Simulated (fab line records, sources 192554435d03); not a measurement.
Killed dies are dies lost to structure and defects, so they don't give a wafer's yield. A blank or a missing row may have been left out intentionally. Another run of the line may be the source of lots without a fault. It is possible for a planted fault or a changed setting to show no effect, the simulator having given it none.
Problem report in the 8D (eight disciplines) form, filled by code | flow n5 finfet | the parts of the form that need people (team, actions taken, sign-off) are left out

## 1. THE PROBLEM
Wafers without a fault read 2991 W, standard deviation 8.9; rf fwd power W at N5_HKMG_FIN_ETCH_35 reads a mean of 2271 W on 3 wafers belonging to 3 lots. That is -81 standard deviations from the usual mean.
The step: etches SOC in N2/H2, target depth 215.8 nm, time 243.4 s.
Seen first at day 6 08:37 on rie diel-04, wafer L279.4. At this step, 19 wafers from 7 lots have a number in the record. The rule behind "out" and "out of limits": a value lying over 4 standard deviations away from the usual mean. The other wafers with a number count as sound.

## 2. WHAT THIS IS AND IS NOT
question                    | is                       | is not
which readings at this step | rf fwd power W, rf vpp V | drypump motor current A, showerhead plenum p Torr, throttle valve pct
which lots                  | L279, L281, L284         | L276, L278, L292, L294
which wafers of those lots  | L279.4, L281.2, L284.3   | L281.3, L281.4, L284.4, L284.5
read on which tools         | rie diel-04              | rie diel-02, rie diel-05
when                        | from day 6 08:37         | up to then (6 sound wafers); but 10 sound wafers of L281, L284, L292, L294 came after

## 3. WHAT RULES OUT EACH SUSPECT
Counting: a tool at a process step up to the reading stays a suspect if it ran every lot that is out. Sound lots after the first of them don't rule it out here, since some wafers of a struck lot are sound.
- rie diel-04 at N5_HKMG_FIN_DESCUM_17 (chemistry O2, time 7.9 s): kept. It ran every lot that is out, first L279 (day 6 08:19); its last sound lot up to then is L278 (day 6 02:52).
- rie diel-04 at N5_HKMG_FIN_ETCH_31 (etches SiARC in CF4, target depth 45.5 nm, time 75.8 s): kept. It ran every lot that is out, first L279 (day 6 08:21); its last sound lot up to then is L278 (day 6 02:53).
- rie diel-04 at N5_HKMG_FIN_ETCH_32 (etches SOC in N2/H2, target depth 240 nm, time 300 s): kept. It ran every lot that is out, first L279 (day 6 08:25); its last sound lot up to then is L278 (day 6 02:57).
- rie diel-04 at N5_HKMG_FIN_STRIP_34 (strips in CF4): kept. It ran every lot that is out, first L279 (day 6 08:36); its last sound lot up to then is L278 (day 6 03:08).
- rie diel-04 at N5_HKMG_FIN_ETCH_35 (etches SOC in N2/H2, target depth 215.8 nm, time 243.4 s): kept. It ran every lot that is out, first L279 (day 6 08:37); its last sound lot up to then is L278 (day 6 03:10). Its own rf fwd power W, rf vpp V readings are out on those wafers.
- Within rie diel-04 at N5_HKMG_FIN_DESCUM_17: the wafers that are out ran in chamber 3; their sound lot-mates ran in chambers 0, 1.
- Within rie diel-04 at N5_HKMG_FIN_ETCH_31: the wafers that are out ran in chamber 3; their sound lot-mates ran in chambers 0, 1.
- Within rie diel-04 at N5_HKMG_FIN_ETCH_32: the wafers that are out ran in chamber 3; their sound lot-mates ran in chambers 0, 1.
- Within rie diel-04 at N5_HKMG_FIN_STRIP_34: the wafers that are out ran in chamber 3; their sound lot-mates ran in chambers 0, 1.
- Within rie diel-04 at N5_HKMG_FIN_ETCH_35: the wafers that are out ran in chamber 3; their sound lot-mates ran in chambers 0, 1.
Left after counting: rie diel-04 at N5_HKMG_FIN_DESCUM_17, rie diel-04 at N5_HKMG_FIN_ETCH_31, rie diel-04 at N5_HKMG_FIN_ETCH_32, rie diel-04 at N5_HKMG_FIN_STRIP_34, rie diel-04 at N5_HKMG_FIN_ETCH_35.

## 4. THE CAUSE (what the simulator had put in)
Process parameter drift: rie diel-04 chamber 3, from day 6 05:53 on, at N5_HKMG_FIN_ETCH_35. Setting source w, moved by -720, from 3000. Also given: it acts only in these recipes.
This tool is one of the 5 suspects left after counting.

## 5. THE EFFECT CHAIN, in route order
Each row: a reading where the mean over the struck wafers with a number is more than 3 standard deviations away from the usual. Scope: only readings with a usual standard deviation given in the record; hours: median across lots of the time from each lot's start at the first step in this table that gives one to its start at this step; sigmas: change in usual standard deviations.
hours | step                | reading        | usual   | on struck wafers | change | sigmas
0     | N5_HKMG_FIN_ETCH_35 | rf fwd power W | 2991 W  | 2271             | -720   | -81
0     | N5_HKMG_FIN_ETCH_35 | rf vpp V       | 141.5 V | 155.4            | +13.9  | +13
Process steps it contains:
- N5_HKMG_FIN_ETCH_35: etches SOC in N2/H2, target depth 215.8 nm, time 243.4 s.

## 6. HOW IT WOULD HAVE BEEN CAUGHT EARLIER
First out-of-limits reading in this record: day 6 08:37, which is 3 hours after fault onset at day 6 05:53.
